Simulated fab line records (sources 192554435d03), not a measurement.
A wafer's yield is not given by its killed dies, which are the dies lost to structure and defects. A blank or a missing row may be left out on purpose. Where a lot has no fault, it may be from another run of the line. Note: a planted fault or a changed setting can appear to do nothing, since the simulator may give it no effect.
A single fault, viewed from 2 desks / flow n5Finfet / only its own numbers are on each desk; what lay behind them is given at the end

## THE METROLOGY DESK
What the gauges read for every lot (on any tool): the sampled wafers with a number, averaged. A lot is out of limits, marked OUT, if its mean lies more than 4 standard deviations from the usual mean; the brackets give that distance.
Columns: A = V6_OVL at N5_BEOL_M7_OVL_MEAS_29, usual 0.0 nm; B = cdNm at N5_BEOL_M7_CD_MEAS_35, usual 39.9 nm
lot=L895; first seen here=day 9 07:26; A=0.4; B=39.7
lot=L896; first seen here=day 10 00:13; A=-0.0; B=40.4
lot=L901; first seen here=day 12 02:01; A=0.4; B=40.5
lot=L905; first seen here=day 12 08:17; A=0.3; B=39.0
lot=L904; first seen here=day 12 08:39; A=0.1; B=39.7
lot=L906; first seen here=day 12 14:53; A=0.4; B=40.7
lot=L907; first seen here=day 13 08:44; A=0.2; B=39.2
lot=L909; first seen here=day 13 17:32; A=-0.4; B=39.6
lot=L912; first seen here=day 14 01:35; A=-0.4; B=39.6
lot=L917; first seen here=day 15 21:13; A=0.0; B=40.5
lot=L918; first seen here=day 16 06:59; A=-0.5; B=40.0
This desk found nothing out of limits on any of the 11 lots.

## FOR THE TOOL OWNER'S DESK: rieDiel-02
The tool's own readings at N5_BEOL_M7_VIA_ETCH_34 (etches SiCOH lowk in C4F6/O2, target depth 125.5 nm, time 50.5 s): means of the sampled wafers that have a number, for each lot that ran on this tool. A lot is out of limits, marked OUT, if its mean lies more than 4 standard deviations from the usual mean; the brackets give that distance.
Columns: A = drypumpMotorCurrentA at N5_BEOL_M7_VIA_ETCH_34, usual 5.84 A; B = oesProductAu at N5_BEOL_M7_VIA_ETCH_34, usual 0.77 a.u.; C = rfFwdPowerW at N5_BEOL_M7_VIA_ETCH_34, usual 342.0 W; D = rfVppV at N5_BEOL_M7_VIA_ETCH_34, usual 664 V; E = showerheadPlenumPTorr at N5_BEOL_M7_VIA_ETCH_34, usual 2.86 Torr; F = throttleValvePct at N5_BEOL_M7_VIA_ETCH_34, usual 20.97 %
lot=L895; first seen here=day 9 07:44; A=6.04; B=0.73; C=342.7; D=676; E=2.97; F=21.03
lot=L896; first seen here=day 10 00:29; A=5.87; B=0.71; C=342.7; D=675; E=2.95; F=21.12
lot=L901; first seen here=day 12 02:58; A=5.90; B=0.71; C=343.0; D=674; E=2.95; F=21.11
lot=L905; first seen here=day 12 08:33; A=5.86; B=0.80; C=342.7; D=670; E=2.94; F=21.02
lot=L904; first seen here=day 12 08:57; A=6.07; B=0.85; C=342.9; D=673; E=2.94; F=20.90
lot=L907; first seen here=day 13 09:19; A=5.86; B=0.80; C=370.2 (+18) OUT; D=648; E=2.94; F=21.03
lot=L909; first seen here=day 13 17:49; A=5.88; B=0.70; C=369.3 (+17) OUT; D=648; E=2.86; F=21.05
Finding of this desk: L907, L909 out of limits; the first was L907 at day 13 09:19, on rfFwdPowerW at N5_BEOL_M7_VIA_ETCH_34. Within limits: L895, L896, L901, L905, L904.

## ALL TOGETHER
At day 13 09:19, on L907, L909, the tool owner's desk was in a position to raise an alarm.
From the metrology desk's view, nothing was out of limits.
The metrology desk has L907, L909 on record, within its limits.
The lots listed all ran N5_BEOL_M7_VIA_ETCH_34 on rieDiel-02.

## WHAT THE SIMULATOR HAD PUT IN
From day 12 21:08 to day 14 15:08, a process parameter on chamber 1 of rieDiel-02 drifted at N5_BEOL_M7_VIA_ETCH_34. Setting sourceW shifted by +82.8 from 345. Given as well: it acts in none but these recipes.
Struck lots among those shown: L907, L909.
Hours from the fault's start to each desk's first reading out of limits: the tool owner's desk, 12.
